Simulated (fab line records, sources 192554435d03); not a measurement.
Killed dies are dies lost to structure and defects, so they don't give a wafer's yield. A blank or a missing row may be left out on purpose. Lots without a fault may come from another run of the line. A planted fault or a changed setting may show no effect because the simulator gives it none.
A struck lot beside a sound one | flow n5_finfet | 18 steps out of a route of 1938
Sound: wafers L894.1, L894.4, L894.5. Struck: wafer L908.2. (L908.3 of the same lot was not struck and is left out.) The cause comes at the end.
At each step with rows: each side's tool, then ch and its chambers, then its first start. Under that, the readings that differ: sound wafers | struck wafers | difference of the means | sigmas: that difference in standard deviations of wafers without a fault.
alike: readings whose means differ by less than 2 such deviations, and words and numbers that are the same on both sides. not compared: withheld readings, readings that some wafer has no value for, bounds like >300 that may hide the same value, and numbers for which the record gives no deviation and whose values overlap.
The two part at a step that has a row with sigmas, a row that says differs or no value, or rows on one side only. Numbers that don't overlap but have no deviation are shown without sigmas and don't part them. A reading that every wafer of one side lacks parts them only if that side has two wafers or more.

first, 8 steps without rows for these wafers: N5_PASSIVATION_HMDS_03 (time 60 s); N5_PASSIVATION_COAT_04; N5_PASSIVATION_EBR_06; N5_PASSIVATION_SOFTBAKE_05 (time 90 s); N5_PASSIVATION_EXPOSE_07 (exposes mask TV, defocus 0 nm, target cd 3000 nm); N5_PASSIVATION_PEB_08; N5_PASSIVATION_DEVELOP_09 (develop time 60 s); N5_PASSIVATION_HARDBAKE_11 (time 120 s).
N5_PASSIVATION_CD_MEAS_10: target cd 3000 nm.
  sound on cd_sem-03 ch 0, day 13 18:10; struck on cd_sem-01 ch 0, day 16 17:28
  alike: cd_nm
N5_PASSIVATION_OVL_MEAS_60:
  sound on overlay-01 ch 0, day 13 18:11; struck on overlay-01 ch 0, day 16 17:30
  alike: TV_OVL
N5_PASSIVATION_INSPECT_61: inspects for defects (macro).
  sound on defect_inspect-02, day 13 18:13; struck on defect_inspect-01, day 16 17:31
  alike: raw_defect_count
N5_PASSIVATION_DESCUM_12: chemistry O2, time 7.9 s.
  sound on rie_diel-02 ch 1,2, day 13 18:20; struck on rie_diel-02 ch 0, day 16 17:46
  reading                | sound             | struck | difference | sigmas
  oes_product_au (a.u.)  | 0.98 0.85 0.96    | 0.74   | -0.19      | -2
  rf_vpp_V (V)           | 244.3 242.6 243.3 | 238.0  | -5.4       | -4
  throttle_valve_pct (%) | 20.00 20.11 20.00 | 20.64  | +0.60      | +2
  alike: bias_power_w, drypump_motor_current_A, showerhead_plenum_p_Torr
  not compared: rf_hours_counter_h
N5_PASSIVATION_PASS_ETCH_74: etches SiNx in CF4/O2, target depth 220 nm, time 110 s.
  sound on rie_diel-02 ch 1,2, day 13 18:24; struck on rie_diel-02 ch 0, day 16 17:50
  reading                         | sound             | struck | difference | sigmas
  oes_product_au (a.u.)           | 0.99 0.84 0.99    | 0.61   | -0.33      | -4
  throttle_valve_pct (%)          | 15.59 15.64 15.59 | 16.18  | +0.57      | +2
  model.etch.depth_nm (nm)        | 224.5 221.6 226.8 | 157.5  | -66.8      |
  model.TV_OPEN.cd_offset_nm (nm) | -0.4 -0.6 -0.8    | 2.8    | +3.4       |
  alike: drypump_motor_current_A, rf_vpp_V, showerhead_plenum_p_Torr
  not compared: rf_hours_counter_h, model.coat_of_PASSIVATION_COAT_04.thk_nm
N5_PASSIVATION_VIA_ETCH_13: etches SiO2 in CHF3/O2, target depth 660 nm, time 330 s.
  sound on rie_diel-02 ch 1,2, day 13 18:30; struck on rie_diel-02 ch 0, day 16 17:56
  reading                | sound             | struck | difference | sigmas
  oes_product_au (a.u.)  | 0.89 0.75 0.89    | 0.66   | -0.18      | -3
  throttle_valve_pct (%) | 18.54 18.58 18.52 | 19.08  | +0.53      | +3
  alike: CHF3_flow_sccm, drypump_motor_current_A, etch_rf_on_time_s, rf_vpp_V, showerhead_plenum_p_Torr
  not compared: rf_hours_counter_h, model.coat_of_PASSIVATION_COAT_04.thk_nm
N5_PASSIVATION_STRIP_14: strips in O2.
  sound on rie_diel-02 ch 1,2, day 13 18:41; struck on rie_diel-02 ch 0, day 16 18:08
  reading                | sound             | struck | difference | sigmas
  oes_product_au (a.u.)  | 0.97 0.85 0.98    | 0.73   | -0.20      | -3
  throttle_valve_pct (%) | 16.21 16.33 16.20 | 16.90  | +0.65      | +3
  alike: drypump_motor_current_A, rf_vpp_V, showerhead_plenum_p_Torr
  not compared: rf_hours_counter_h
N5_PASSIVATION_ETCH_15: etches SiCN in CF4/N2, target depth 75 nm, time 81.2 s.
  sound on rie_diel-02 ch 1,2; struck on rie_diel-02 ch 0
  reading                         | sound             | struck | difference | sigmas
  oes_product_au (a.u.)           | 0.98 0.83 0.98    | 0.74   | -0.19      | -2
  rf_vpp_V (V)                    | 381.5 381.0 381.2 | 377.0  | -4.2       | -2
  throttle_valve_pct (%)          | 15.07 15.09 15.05 | 15.71  | +0.64      | +3
  model.TV_OPEN.cd_offset_nm (nm) | 0.8 1.6 0.8       | 4.2    | +3.1       |
  alike: drypump_motor_current_A, showerhead_plenum_p_Torr
  not compared: rf_hours_counter_h
then, 1 step without rows for these wafers: N5_PASSIVATION_STRIP_73 (strips in post etch residue remover, time 60 s).
N5_PASSIVATION_PROBE_49:
  the record has rows for the struck wafers here (prober-01, day 17 00:49) and none for the sound ones

WHERE THEY PART
First at N5_PASSIVATION_DESCUM_12; last, within this record, at N5_PASSIVATION_PROBE_49.

WHY: what the simulator had put in
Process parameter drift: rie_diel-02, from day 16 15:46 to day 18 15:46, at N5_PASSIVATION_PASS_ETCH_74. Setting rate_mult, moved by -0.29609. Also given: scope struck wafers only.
